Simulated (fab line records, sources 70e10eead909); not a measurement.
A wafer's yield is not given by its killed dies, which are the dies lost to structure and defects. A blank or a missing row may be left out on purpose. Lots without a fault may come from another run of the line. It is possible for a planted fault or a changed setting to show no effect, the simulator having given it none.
Matching of chambers	flow nandHarc	4 sister chambers for NHARC_A_STAIRCASE_TRIM_196 on rieDiel-05
The step chemistry O2, time 211.2 s. 4 wafers are shown with their chamber, then 12 later ones without.

== WAFERS, EACH WITH ITS CHAMBER ==
wafer	chamber	drypumpMotorCurrentA (A)
L075.2	1	6.7
L089.3	3	5.0
L089.4	0	5.5
L089.6	2	6.3

== WAFERS WITH NO CHAMBER GIVEN ==
wafer	drypumpMotorCurrentA (A)
L092.4	5.0
L092.5	6.3
L092.6	6.6
L093.1	6.6
L093.3	6.3
L093.4	5.5
L095.4	6.7
L095.5	6.4
L095.6	4.9
L097.2	6.7
L097.3	5.5
L097.5	5.5

== THE CHAMBER EACH PASSED THROUGH ==
wafer	from the rows above	in truth
L092.4	3	3
L092.5	2	2
L092.6	1	1
L093.1	1	1
L093.3	2	2
L093.4	0	0
L095.4	1	1
L095.5	2	2
L095.6	3	3
L097.2	1	1
L097.3	0	0
L097.5	0	0
Correct placement for 12 of the 12. Can't be placed from these rows: 0. Wrongly placed: 0.
How it was worked out, from the rows above alone: a wafer's distance from a chamber is the root of the sum, over the readings, of the square of ((its reading less the chamber's mean) divided by the reading's scatter). If the next closest chamber is less than 2 further off than the closest, the wafer can't be placed; otherwise it belongs to the closest. The mean given for a chamber averages the wafers shown for that chamber. The scatter (one wafer shown for each chamber): square how far every hidden wafer sits from the nearest shown wafer, average those squares and take the square root.
